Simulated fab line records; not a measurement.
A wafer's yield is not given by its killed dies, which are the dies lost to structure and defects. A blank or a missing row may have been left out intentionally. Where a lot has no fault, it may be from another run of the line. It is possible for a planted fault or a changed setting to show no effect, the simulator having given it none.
The tool behind it: which one? / flow nand harc / Sampling: 14 lots, 42 wafers, 3 of 1159 route steps

== WHAT THE GAUGES READ, wafer by wafer ==
NHARC_P_M1_CD_MEAS_09 targets a cd of 130 nm.
lot=L870; measured=day 6 16:49; on=cd sem-01; cd nm (nm)=130.4 130.9 129.7
lot=L871; measured=day 6 17:47; on=cd sem-02; cd nm (nm)=130.6 130.1 130.5
lot=L869; measured=day 7 00:32; on=cd sem-01; cd nm (nm)=129.5 129.9 130.8
lot=L872; measured=day 7 06:25; on=cd sem-02; cd nm (nm)=130.0 129.7 130.3
lot=L873; measured=day 7 12:08; on=cd sem-02; cd nm (nm)=130.1 130.9 130.6
lot=L874; measured=day 7 17:32; on=cd sem-03; cd nm (nm)=130.2 131.0 130.2
lot=L875; measured=day 8 03:46; on=cd sem-01; cd nm (nm)=130.2 130.7 129.4
lot=L876; measured=day 8 08:10; on=cd sem-01; cd nm (nm)=130.4 130.5 130.0
lot=L877; measured=day 8 09:02; on=cd sem-02; cd nm (nm)=130.0 129.4 129.6
lot=L878; measured=day 8 21:34; on=cd sem-03; cd nm (nm)=130.5 130.4 129.7
lot=L881; measured=day 9 09:38; on=cd sem-02; cd nm (nm)=130.2 130.1 130.6
lot=L884; measured=day 10 02:48; on=cd sem-01; cd nm (nm)=129.3 129.0 128.3
lot=L883; measured=day 10 03:29; on=cd sem-01; cd nm (nm)=130.2 145.6 130.5
lot=L887; measured=day 10 21:13; on=cd sem-03; cd nm (nm)=130.8 130.2 146.5

== WHICH TOOL RAN EACH LOT (tool, then ch and the chambers of the sampled wafers, then the start) ==
lot=L870; NHARC_P_M0_PRE_CLEAN_29=pvd sputter-01, day 6 16:44 or earlier; NHARC_P_M1_PEB_07=litho track-06 ch 0, day 6 16:44
lot=L871; NHARC_P_M0_PRE_CLEAN_29=pvd sputter-03, day 6 17:43 or earlier; NHARC_P_M1_PEB_07=litho track-04 ch 0, day 6 17:43
lot=L869; NHARC_P_M0_PRE_CLEAN_29=pvd sputter-03, day 7 00:27 or earlier; NHARC_P_M1_PEB_07=litho track-01 ch 0, day 7 00:27
lot=L872; NHARC_P_M0_PRE_CLEAN_29=pvd sputter-02, day 7 06:19 or earlier; NHARC_P_M1_PEB_07=litho track-01 ch 0, day 7 06:19
lot=L873; NHARC_P_M0_PRE_CLEAN_29=pvd sputter-01, day 7 12:03 or earlier; NHARC_P_M1_PEB_07=litho track-06 ch 0, day 7 12:03
lot=L874; NHARC_P_M0_PRE_CLEAN_29=pvd sputter-02, day 7 17:27 or earlier; NHARC_P_M1_PEB_07=litho track-06 ch 0, day 7 17:27
lot=L875; NHARC_P_M0_PRE_CLEAN_29=pvd sputter-03, day 8 03:41 or earlier; NHARC_P_M1_PEB_07=litho track-01 ch 0, day 8 03:41
lot=L876; NHARC_P_M0_PRE_CLEAN_29=pvd sputter-01, day 8 08:05 or earlier; NHARC_P_M1_PEB_07=litho track-01 ch 0, day 8 08:05
lot=L877; NHARC_P_M0_PRE_CLEAN_29=pvd sputter-02, day 8 08:57 or earlier; NHARC_P_M1_PEB_07=litho track-04 ch 0, day 8 08:57
lot=L878; NHARC_P_M0_PRE_CLEAN_29=pvd sputter-03, day 8 21:29 or earlier; NHARC_P_M1_PEB_07=litho track-06 ch 0, day 8 21:29
lot=L881; NHARC_P_M0_PRE_CLEAN_29=pvd sputter-02, day 9 09:34 or earlier; NHARC_P_M1_PEB_07=litho track-04 ch 0, day 9 09:34
lot=L884; NHARC_P_M0_PRE_CLEAN_29=pvd sputter-03, day 10 02:43 or earlier; NHARC_P_M1_PEB_07=litho track-06 ch 0, day 10 02:43
lot=L883; NHARC_P_M0_PRE_CLEAN_29=pvd sputter-01, day 10 03:25 or earlier; NHARC_P_M1_PEB_07=litho track-04 ch 0, day 10 03:25
lot=L887; NHARC_P_M0_PRE_CLEAN_29=pvd sputter-02, day 10 21:08 or earlier; NHARC_P_M1_PEB_07=litho track-04 ch 0, day 10 21:08
- NHARC_P_M0_PRE_CLEAN_29: time 30 s.
- NHARC_P_M1_PEB_07: peb time 65 s.

== AS READ BY THE TOOLS THEMSELVES (means over the sampled wafers that have a number; for cases with no such wafer, the mark the record gives instead) ==
NHARC_P_M0_PRE_CLEAN_29.
lot=L870; tool=pvd sputter-01; heater power w (W)=434
lot=L871; tool=pvd sputter-03; heater power w (W)=383
lot=L869; tool=pvd sputter-03; heater power w (W)=374
lot=L872; tool=pvd sputter-02; heater power w (W)=399
lot=L873; tool=pvd sputter-01; heater power w (W)=431
lot=L874; tool=pvd sputter-02; heater power w (W)=414
lot=L875; tool=pvd sputter-03; heater power w (W)=372
lot=L876; tool=pvd sputter-01; heater power w (W)=428
lot=L877; tool=pvd sputter-02; heater power w (W)=406
lot=L878; tool=pvd sputter-03; heater power w (W)=376
lot=L881; tool=pvd sputter-02; heater power w (W)=400
lot=L884; tool=pvd sputter-03; heater power w (W)=374
lot=L883; tool=pvd sputter-01; heater power w (W)=440
lot=L887; tool=pvd sputter-02; heater power w (W)=384

== THE ANSWER, worked out from the rows above alone ==
Rule: the usual values come from the lots themselves. Put in order of their means at a reading, lots are off if they are a third of the lots or fewer, leave a main group of 4 or more, and stand apart from it by a gap of 3 or more times the standard deviation of the main group's means; of several such gaps the widest counts. A main group whose means are all the same, to the digits that the tables above print for the reading, isn't used. A lot without any number at a reading at which 4 lots or more have one is off too. The other lots that the step has rows for count as sound. First the gauges in route order, then the tools' own readings, where a lot's mean is used as printed above. The first step at which some lot is off is used, and at that step the reading that is off furthest; a lot without a number counts as furthest.
Off, at NHARC_P_M1_CD_MEAS_09 on cd nm: L883, L887. Main group: mean 130.1 nm, sd 0.44.
If a tool, at a process step before that reading, ran all the lots that are off and no sound lot after the first of them, it fits. The gauges at NHARC_P_M1_CD_MEAS_09 are tried like those tools. Because NHARC_P_M0_PRE_CLEAN_29 lacks a start for some lots, the hours and order of its lots are taken from NHARC_P_M1_PEB_07. One candidate fits, namely litho track-04 at NHARC_P_M1_PEB_07. Its last sound lot is L881 (day 9 09:34), its first lot that is off L883 (day 10 03:25): a fault that began between those two fits.

== WHAT WAS PUT IN BY THE SIMULATOR ==
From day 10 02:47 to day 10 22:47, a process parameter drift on litho track-04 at NHARC_P_M1_PEB_07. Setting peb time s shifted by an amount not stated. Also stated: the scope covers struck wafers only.
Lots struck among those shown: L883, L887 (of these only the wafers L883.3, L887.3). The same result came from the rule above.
